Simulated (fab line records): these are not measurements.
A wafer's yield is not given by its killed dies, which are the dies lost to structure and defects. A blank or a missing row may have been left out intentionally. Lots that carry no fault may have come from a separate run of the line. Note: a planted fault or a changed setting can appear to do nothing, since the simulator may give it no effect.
Struck lot and sound lot, side by side :: flow nand-harc :: 14 out of 1302 route steps
Sound: wafers L176.2, L176.3, L176.4. The struck wafers were L190.1, L190.2, L190.6. At the end, the cause is stated.
Per side, at each step with rows, come the tool, then ch with its chambers, and then its first start. Under that, the readings that differ: sound wafers :: struck wafers :: difference of the means :: sigmas: that difference in standard deviations of wafers without a fault.
alike: readings with means less than 2 such deviations apart, plus words and numbers identical on both sides. not compared: withheld readings, readings lacking a value on some wafer, bounds such as >300 that could conceal the same value, and numbers that have no deviation in the record and whose values overlap.
Wherever a step has rows on one side only, a row that says differs or no value, or a row with sigmas, the two part there. Numbers that have no deviation but don't overlap get no sigmas and don't part them. A reading that every wafer of one side lacks parts them only if that side has two wafers or more.

first, 1 step without rows for these wafers: NHARC_A_DECK1_JOINT_SRD_15.
NHARC_A_DECK1_JOINT_DEP_16: deposits SiO2, target thk 45 nm.
  sound on pecvd-01 ch 0,1,2, day 13 13:53; struck on pecvd-02 ch 0,1,2, day 19 22:54
reading: throttle-valve-pct (%)
sound: 15.5 16.6 16.2
struck: 14.9 15.2 15.0
difference: -1.1
sigmas: -2
  alike: chamber-pressure-Torr, flow-sccm, heater-power-outer-w, heater-power-w
NHARC_A_DECK1_JOINT_THK_MEAS_17: measures by ellipsometry.
  struck on film-metro-01, day 19 23:09; sound on film-metro-02, day 13 14:10
  alike: thk-nm
NHARC_A_DECK1_JOINT_INSPECT_05:
  struck on defect-inspect-02, day 19 23:11; sound on defect-inspect-02, day 13 14:12
  alike: raw-defect-count
after that, 1 step with no rows for these wafers: NHARC_A_ONON_D2_DEP_00 (target thk 1000 nm).
NHARC_A_ONON_D2_THK_MEAS_02: measures by ellipsometry.
  struck on film-metro-01, day 19 23:46; sound on film-metro-02, day 13 14:46
  alike: thk-nm
after that, 1 step with no rows for these wafers: NHARC_A_ONON_D2_DEP_03 (target thk 1000 nm).
NHARC_A_ONON_D2_THK_MEAS_05: measures by ellipsometry.
  struck on film-metro-01, day 20 00:19; sound on film-metro-02, day 13 15:20
  alike: thk-nm
after that, 1 step with no rows for these wafers: NHARC_A_ONON_D2_DEP_06 (target thk 1000 nm).
NHARC_A_ONON_D2_THK_MEAS_08: measures by ellipsometry.
  struck on film-metro-01, day 20 00:53; sound on film-metro-02, day 13 15:54
reading: thk-nm (nm)
sound: 1023 1024 1023
struck: 979 980 980
difference: -44
sigmas: -4
after that, 1 step with no rows for these wafers: NHARC_A_ONON_D2_DEP_09 (target thk 1000 nm).
NHARC_A_ONON_D2_THK_MEAS_11: measures by ellipsometry.
  struck on film-metro-01, day 20 01:28; sound on film-metro-01, day 13 16:28
  alike: thk-nm
NHARC_A_ONON_D2_DEP_12: target thk 1000 nm.
  sound on pecvd-onon-04 ch 0, day 13 16:35; struck on pecvd-onon-03, day 20 01:31
  no value came back on the struck wafers for n2-flow-sccm (sccm), n2o-flow-sccm (sccm), nh3-flow-sccm (sccm); on the sound wafers n2-flow-sccm (sccm) reads 2749 2754 2747
-- break in the record here, with 13 days between the starts of the struck wafers on either side (left off in module A_ONON_D2, picked up again in module END, where the first step shown is number 1302 on the route) --
NHARC_END_SORT_01:
  sound on prober-01 ch 0, day 25 12:50; struck on prober-01 ch 0, day 32 17:28
reading: killed-at-array
sound: 61 46 67
struck: 675 673 673
difference: +616
sigmas: +31

reading: killed-dies
sound: 66 47 69
struck: 677 677 677
difference: +616
sigmas: +32
  alike: killed-at-other, killed-at-periphery, killed-open, killed-short

## WHERE THEY PART
First at NHARC_A_DECK1_JOINT_DEP_16; last, within this record, at NHARC_END_SORT_01.

WHY: what had been put in by the simulator
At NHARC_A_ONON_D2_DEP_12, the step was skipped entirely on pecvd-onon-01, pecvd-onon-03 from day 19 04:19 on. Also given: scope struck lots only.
